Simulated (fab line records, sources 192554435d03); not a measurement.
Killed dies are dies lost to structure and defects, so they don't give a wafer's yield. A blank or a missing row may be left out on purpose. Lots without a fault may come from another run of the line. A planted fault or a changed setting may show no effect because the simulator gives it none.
Split-lot experiment | flow n5_finfet | 7 lots, 39 wafers read, on a route of 1938 steps

THE SPLIT
At N5_DUMMY_GATE_ETCH_32 (etches SiO2 in CF4, target depth 3.5 nm, time 3.9 s), the setting time_s was moved away from the recipe's 3.9 s on 15 of the 39 wafers read, by -16.9% to +21.8%. The other wafers ran this setting at the recipe's value.

The reading is taken at the split's own step.

THE READING
etch.depth_nm (the simulator's own value, which no gauge read), in nm, at N5_DUMMY_GATE_ETCH_32 (etches SiO2 in CF4, target depth 3.5 nm, time 3.9 s). The file gives no usual value for it. The 24 wafers here that ran the recipe average 3.521 nm, standard deviation 0.095 nm.

wafer  | tool, chamber at the split | time_s as run, s | against the recipe | etch.depth_nm, nm | against lot-mates on the recipe
L076.1 | rie_si-04, 0               | 4.266            | +9.4%              | 3.778             | +0.314
L076.2 | rie_si-04, 3               | 4.266            | +9.4%              | 3.644             | +0.180
L076.3 | rie_si-04, 1               | 4.266            | +9.4%              | 3.735             | +0.271
L076.4 | rie_si-04, 2               | 3.9              | recipe             | 3.543             | -
L076.5 | rie_si-04, 1               | 3.9              | recipe             | 3.395             | -
L076.6 | rie_si-04, 0               | 3.9              | recipe             | 3.454             | -
L080.1 | rie_si-05, 3               | 3.9              | recipe             | 3.612             | -
L080.2 | rie_si-05, 2               | 3.24             | -16.9%             | 3.088             | -0.477
L080.3 | rie_si-05, 1               | 3.9              | recipe             | 3.535             | -
L080.4 | rie_si-05, 0               | 3.9              | recipe             | 3.549             | -
L080.5 | rie_si-05, 2               | 3.24             | -16.9%             | 3.094             | -0.471
L080.6 | rie_si-05, 3               | 3.24             | -16.9%             | 3.012             | -0.553
L086.1 | rie_si-05, 1               | 3.9              | recipe             | 3.52              | -
L086.2 | rie_si-05, 3               | 3.9              | recipe             | 3.604             | -
L086.3 | rie_si-05, 0               | 3.9              | recipe             | 3.556             | -
L086.4 | rie_si-05, 2               | 3.9              | recipe             | 3.733             | -
L086.5 | rie_si-05, 1               | 3.9              | recipe             | 3.535             | -
L086.6 | rie_si-05, 0               | 3.9              | recipe             | 3.575             | -
L087.1 | rie_si-04, 3               | 4.383            | +12.4%             | 3.75              | +0.280
L087.2 | rie_si-04, 2               | 4.383            | +12.4%             | 4.042             | +0.572
L087.3 | rie_si-04, 1               | 4.383            | +12.4%             | 3.828             | +0.358
L087.4 | rie_si-04, 0               | 3.9              | recipe             | 3.499             | -
L087.5 | rie_si-04, 0               | 3.9              | recipe             | 3.484             | -
L087.6 | rie_si-04, 1               | 3.9              | recipe             | 3.426             | -
L090.1 | rie_si-04, 0               | 3.9              | recipe             | 3.451             | -
L090.2 | rie_si-04, 2               | 3.9              | recipe             | 3.617             | -
L090.3 | rie_si-04, 1               | 4.75             | +21.8%             | 4.102             | +0.610
L090.4 | rie_si-04, 3               | 4.75             | +21.8%             | 4.019             | +0.527
L090.5 | rie_si-04, 2               | 4.75             | +21.8%             | 4.398             | +0.906
L090.6 | rie_si-04, 1               | 3.9              | recipe             | 3.407             | -
L094.1 | rie_si-04, 2               | 3.9              | recipe             | 3.617             | -
L094.2 | rie_si-04, 1               | 3.9              | recipe             | 3.391             | -
L094.3 | rie_si-04, 3               | 4.448            | +14.1%             | 3.783             | +0.245
L094.4 | rie_si-04, 0               | 4.448            | +14.1%             | 3.99              | +0.452
L094.5 | rie_si-04, 2               | 3.9              | recipe             | 3.605             | -
L094.6 | rie_si-04, 1               | 4.448            | +14.1%             | 3.848             | +0.310
L096.1 | rie_si-04, 0               | 3.9              | recipe             | 3.453             | -
L096.5 | rie_si-04, 3               | 3.9              | recipe             | 3.313             | -
L096.6 | rie_si-04, 2               | 3.9              | recipe             | 3.618             | -

THE FIT
A straight line over all 39 wafers: etch.depth_nm changes by +0.0277 nm for each +1% of time_s; r = +0.93; the points scatter about the line by 0.1 nm.
The same after taking each lot's own level away (the mean of its wafers on the recipe; 39 wafers): +0.0296 nm for each +1%; r = +0.94; scatter 0.096 nm.
On that fit, the largest move of time_s shifts the reading by 0.65 nm.
The lots' own levels span 3.4613 to 3.5872 nm, that is 1.3 times the standard deviation above.
So the lot-to-lot level changes the slope little: the two slopes agree.
Check: with one of the wafers moved furthest among these (+21.8%) left out of the fit, the line predicts +0.648 nm for it against its lot-mates. It came out at +0.61 nm against them.

OTHER SPLITS ON THESE WAFERS
These wafers also went through other splits before the reading. Each is held against what the fit with the lots' levels taken away leaves over:
other split on the same wafers       | wafers away from the commonest value | r with etch.depth_nm (lot level and that fit taken away)
N5_DUMMY_GATE_ETCH_37 source_w       | 15                                   | +0.11
N5_DUMMY_GATE_ETCH_31 target_depth_a | 12                                   | +0.17

THE FILE'S OWN FIT
etch.depth_nm changes by +0.0295 nm for each +1% of time_s, r = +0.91.
